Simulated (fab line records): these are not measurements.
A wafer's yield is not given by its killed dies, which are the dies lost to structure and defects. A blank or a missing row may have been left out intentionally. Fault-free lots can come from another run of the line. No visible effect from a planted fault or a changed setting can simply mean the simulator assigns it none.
Matching of chambers + flow nand harc + NHARC_A_STAIRCASE_DESCUM_252 on rie diel-04 has 4 sister chambers
The step chemistry O2, time 3 s. 14 wafers are shown with their chamber, then 7 later ones without.

EACH WAFER AND ITS CHAMBER
| wafer  | chamber | drypump motor current A (A) | showerhead plenum p Torr (Torr) | rf vpp V (V) |
|--------|---------|-----------------------------|---------------------------------|--------------|
| L076.1 | 3       | 5.4                         | 1.87                            | 58.3         |
| L076.2 | 2       | 6.1                         | 1.82                            | 57.1         |
| L076.3 | 1       | 4.8                         | 1.85                            | 57.8         |
| L081.1 | 1       | 4.9                         | 1.84                            | 58.2         |
| L081.5 | 1       | 4.8                         | 1.84                            | 58.3         |
| L081.6 | 0       | 5.4                         | 1.78                            | 57.0         |
| L088.4 | 2       | 6.0                         | 1.80                            | 57.7         |
| L088.5 | 3       | 5.4                         | 1.87                            | 57.7         |
| L088.6 | 0       | 5.4                         | 1.77                            | 56.7         |
| L092.2 | 3       | 5.4                         | 1.86                            | 58.3         |
| L092.3 | 0       | 5.4                         | 1.77                            | 55.8         |
| L092.4 | 1       | 4.9                         | 1.83                            | 56.4         |
| L095.1 | 2       | 6.0                         | 1.80                            | 58.2         |
| L095.4 | 3       | 5.4                         | 1.86                            | 56.8         |

SIGNATURES, as means of the wafers listed above
| reading                  | chamber 0 | chamber 1 | chamber 2 | chamber 3 | scatter within a chamber |
|--------------------------|-----------|-----------|-----------|-----------|--------------------------|
| drypump motor current A  | 5.400     | 4.850     | 6.033     | 5.400     | 0.0408                   |
| showerhead plenum p Torr | 1.7733    | 1.8400    | 1.8067    | 1.8650    | 0.00796                  |
| rf vpp V                 | 56.500    | 57.675    | 57.667    | 57.775    | 0.721                    |
Rule: distance of a wafer from a chamber = root of the sum over the readings of ((wafer's reading minus chamber's mean) / reading's scatter) squared. If the next closest chamber is less than 2 further off than the closest, the wafer can't be placed; otherwise it belongs to the closest. The scatter is the square root of a quotient: the sum, over the shown wafers, of each reading's squared deviation from its chamber's mean, divided by wafers minus chambers.

WAFERS WITH NO CHAMBER GIVEN
| wafer  | drypump motor current A (A) | showerhead plenum p Torr (Torr) | rf vpp V (V) |
|--------|-----------------------------|---------------------------------|--------------|
| L095.6 | 6.0                         | 1.80                            | 56.6         |
| L096.1 | 5.4                         | 2.07                            | 57.9         |
| L096.5 | 5.4                         | 1.86                            | 57.8         |
| L096.6 | 6.0                         | 1.80                            | 58.9         |
| L097.2 | 5.4                         | 1.86                            | 58.8         |
| L097.4 | 4.8                         | 1.82                            | 57.8         |
| L097.6 | 4.8                         | 1.82                            | 58.2         |

EACH ONE'S CHAMBER
| wafer  | from the rows above | in truth                   |
|--------|---------------------|----------------------------|
| L095.6 | 2                   | 2                          |
| L096.1 | 3                   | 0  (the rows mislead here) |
| L096.5 | 3                   | 3                          |
| L096.6 | 2                   | 2                          |
| L097.2 | 3                   | 3                          |
| L097.4 | 1                   | 1                          |
| L097.6 | 1                   | 1                          |
Correctly placed: 6 of 7. Left unplaced by these rows: 0. Placed wrongly: 1.
